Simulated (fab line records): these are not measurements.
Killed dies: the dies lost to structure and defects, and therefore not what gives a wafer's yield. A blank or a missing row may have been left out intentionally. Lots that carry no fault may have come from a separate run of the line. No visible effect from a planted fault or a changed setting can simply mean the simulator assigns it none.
A struck lot beside a sound one ; flow n5_finfet ; 14 steps out of a route of 1938
Sound: these wafers, L147.2, L147.3, L147.6. Wafers struck: L153.1, L153.2, L153.5. The cause is named last.
Order at every step that has rows: each side's tool, ch and its chambers, its first start. Under that, the readings that differ: sound wafers ; struck wafers ; difference of the means ; sigmas: that difference in standard deviations of wafers without a fault.
alike: words and numbers the same on both sides, and readings whose means are apart by under 2 such deviations; not compared: readings that were withheld, readings missing a value for some wafer, numbers with overlapping values and no deviation given by the record, and bounds like >300 which may hide the same value.
The two part at a step that has a row with sigmas, a row that says differs or no value, or rows on one side only. When numbers do not overlap yet have no deviation, they are printed without sigmas and do not part them. A reading that every wafer of one side lacks parts them only if that side has two wafers or more.

first, 1 step without rows for these wafers: N5_MIM_BOT_DEGAS_01 (time 60 s).
N5_MIM_BOT_SPUTTER_00: material TiN, target thk 35 nm, time 89.7 s.
  sound: pvd_sputter-03 at day 14 08:14; struck: pvd_sputter-01 at day 15 17:44
  alike: throttle_valve_pct
N5_MIM_TOP_ALD_00: deposits Al2O3, purge time 3 s, co reactant pulse time 3 s.
  sound on ald_hk-01 ch 0,2,3, day 14 08:20; struck on ald_hk-03 ch 0,2, day 15 17:50
  alike: precursor_pulse_height_rel
N5_MIM_TOP_ALD_01: deposits HfO2, target thk 5.6 nm, pulse time 1 s, purge time 3 s.
  sound: ald_hk-01 ch 0,2,3; struck: ald_hk-03 ch 0,2
  alike: precursor_pulse_height_rel
N5_MIM_TOP_ALD_02: deposits Al2O3, purge time 3 s, co reactant pulse time 3 s.
  sound: ald_hk-01 ch 0,2,3; struck: ald_hk-03 ch 0,2
  alike: precursor_pulse_height_rel
then, 1 step without rows for these wafers: N5_MIM_TOP_DEGAS_04 (time 60 s).
N5_MIM_TOP_SPUTTER_03: material TiN, target thk 35 nm, time 89.7 s.
  sound: pvd_sputter-01 at day 14 09:17; struck: pvd_sputter-01 at day 15 18:30
  alike: throttle_valve_pct
then, 5 steps without rows for these wafers: N5_MIM_TOP_LITHO_HMDS_01 (time 60 s); N5_MIM_TOP_LITHO_COAT_02; N5_MIM_TOP_LITHO_EBR_04; N5_MIM_TOP_LITHO_SOFTBAKE_03 (time 90 s); N5_MIM_TOP_LITHO_EXPOSE_05 (exposes mask MIM TOP, target cd 2000 nm).
N5_MIM_TOP_LITHO_PEB_06:
  sound on litho_track-01 ch 0, day 14 09:40; struck on litho_track-01, day 15 18:46
reading;sound;struck;difference;sigmas
exhaust_pa (Pa);45.6 44.6 45.5;- - -;no value on the struck wafers;
  not compared: chill_plate_temp_C
then, 1 step without rows for these wafers: N5_MIM_TOP_LITHO_DEVELOP_07 (develop time 60 s).

WHERE THEY PART
At N5_MIM_TOP_LITHO_PEB_06 and nowhere else, as far as this record goes.

WHY: the cause the simulator had injected
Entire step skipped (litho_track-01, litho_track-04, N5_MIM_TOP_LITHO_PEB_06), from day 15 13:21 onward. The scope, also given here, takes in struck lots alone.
